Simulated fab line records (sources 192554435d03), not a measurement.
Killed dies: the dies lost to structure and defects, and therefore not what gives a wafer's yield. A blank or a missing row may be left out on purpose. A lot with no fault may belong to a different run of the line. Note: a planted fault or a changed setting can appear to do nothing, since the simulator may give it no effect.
Matching of chambers ; flow n5-finfet ; rie-diel-04 running N5_SDB_ETCH_25: 4 sister chambers
The step etches SiO2 in C4F6/O2, target depth 10 nm, time 3.3 s. 16 wafers are shown with their chamber, then 8 later ones without.

EACH WAFER AND ITS CHAMBER
wafer;chamber;throttle-valve-pct (%);showerhead-plenum-p-Torr (Torr);oes-product-au (a.u.)
L075.1;2;21.48;2.71;0.69
L075.2;0;21.57;2.84;0.71
L075.4;1;21.05;2.83;0.72
L077.1;2;21.49;2.71;0.70
L077.5;0;21.59;2.84;0.71
L077.6;3;20.86;2.73;0.77
L079.1;1;21.05;2.82;0.72
L079.2;3;20.87;2.73;0.77
L079.3;2;21.48;2.71;0.70
L080.2;0;21.62;2.83;0.71
L080.5;2;21.49;2.70;0.69
L080.6;3;20.88;2.73;0.76
L086.2;3;20.90;2.72;0.76
L086.5;3;20.90;2.72;0.76
L086.6;0;21.64;2.83;0.70
L087.3;0;21.63;2.83;0.70

SIGNATURES, as means of the wafers listed above
reading;chamber 0;chamber 1;chamber 2;chamber 3;scatter within a chamber
throttle-valve-pct;21.6100;21.0500;21.4850;20.8820;0.02
showerhead-plenum-p-Torr;2.8340;2.8250;2.7075;2.7260;0.00552
oes-product-au;0.7060;0.7200;0.6950;0.7640;0.00532
Rule: a wafer lies at a distance from a chamber equal to the root of the sum of squares, over the readings, of (its reading less the chamber's mean, divided by the reading's scatter). The wafer belongs to the nearest chamber; if the next one is less than 2 further off, it can't be placed. How the scatter is found: for the shown wafers, subtract from each reading the mean of its chamber, square and add these, divide the total by (wafers less chambers), then take the root.

WAFERS WITH NO CHAMBER GIVEN
wafer;throttle-valve-pct (%);showerhead-plenum-p-Torr (Torr);oes-product-au (a.u.)
L087.5;20.90;2.72;0.75
L087.6;21.08;2.81;0.71
L088.1;20.90;2.72;0.75
L088.3;21.08;2.81;0.71
L088.4;20.91;2.72;0.75
L096.2;21.09;2.81;0.70
L096.4;21.18;3.03;0.93
L096.6;21.08;2.81;0.69

THE CHAMBER EACH PASSED THROUGH
wafer;from the rows above;in truth
L087.5;3;3
L087.6;1;1
L088.1;3;3
L088.3;1;1
L088.4;3;3
L096.2;1;1
L096.4;1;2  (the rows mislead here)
L096.6;1;1
7 of 8 placed correctly. From these rows, 0 cannot be placed. 1 placed wrongly.
